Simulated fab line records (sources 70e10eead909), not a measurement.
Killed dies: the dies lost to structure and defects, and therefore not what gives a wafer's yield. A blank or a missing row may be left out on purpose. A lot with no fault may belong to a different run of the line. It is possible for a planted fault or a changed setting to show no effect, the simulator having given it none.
Which tool was responsible? -- flow nand_harc -- 6 lots, 18 wafers sampled, at 2 steps of a route of 1302

== WHAT EACH GAUGE READ, for each wafer ==
NHARC_A_ONON_D2_THK_MEAS_34: measures by ellipsometry.
lot,measured,on,thk_nm (nm)
L133,day 13 23:19,film_metro-02,197.7 201.3 200.4
L144,day 18 17:50,film_metro-02,197.2 196.8 199.0
L149,day 20 03:16,film_metro-01,201.2 202.5 204.0
L150,day 20 20:29,film_metro-02,202.6 202.5 199.3
L152,day 21 20:42,film_metro-02,198.9 198.3 201.1
L154,day 22 01:53,film_metro-02,198.2 204.6 202.2

== WHAT TOOL EACH LOT RAN ON (gives the tool, then ch and the chambers of the sampled wafers, and finally the start) ==
lot,NHARC_A_ONON_D2_DEP_33
L133,"pecvd-02 ch 0,2, day 13 22:55"
L144,"pecvd-02 ch 0,1,2, day 18 17:30"
L149,"pecvd-03 ch 1,2, day 20 02:51"
L150,"pecvd-02 ch 0,2, day 20 20:04"
L152,"pecvd-04 ch 0,2, day 21 20:09"
L154,"pecvd-04 ch 0, day 22 01:20"
- NHARC_A_ONON_D2_DEP_33: deposits SiO2, target thk 200 nm.

== THE ANSWER, worked out from the rows above alone ==
Rule: the usual values come from the lots themselves. Put in order of their means at a reading, lots are off if they are a third of the lots or fewer, leave a main group of 4 or more, and stand apart from it by a gap of 3 or more times the standard deviation of the main group's means; of several such gaps the widest counts. The tables above print the reading to a certain number of digits; a main group whose means all agree to those digits is not used. A lot without any number at a reading at which 4 lots or more have one is off too. Any other lot the step has rows for is counted as sound.
No lot is off at any reading shown: from this, nothing can be told.

== WHAT THE SIMULATOR PUT IN ==
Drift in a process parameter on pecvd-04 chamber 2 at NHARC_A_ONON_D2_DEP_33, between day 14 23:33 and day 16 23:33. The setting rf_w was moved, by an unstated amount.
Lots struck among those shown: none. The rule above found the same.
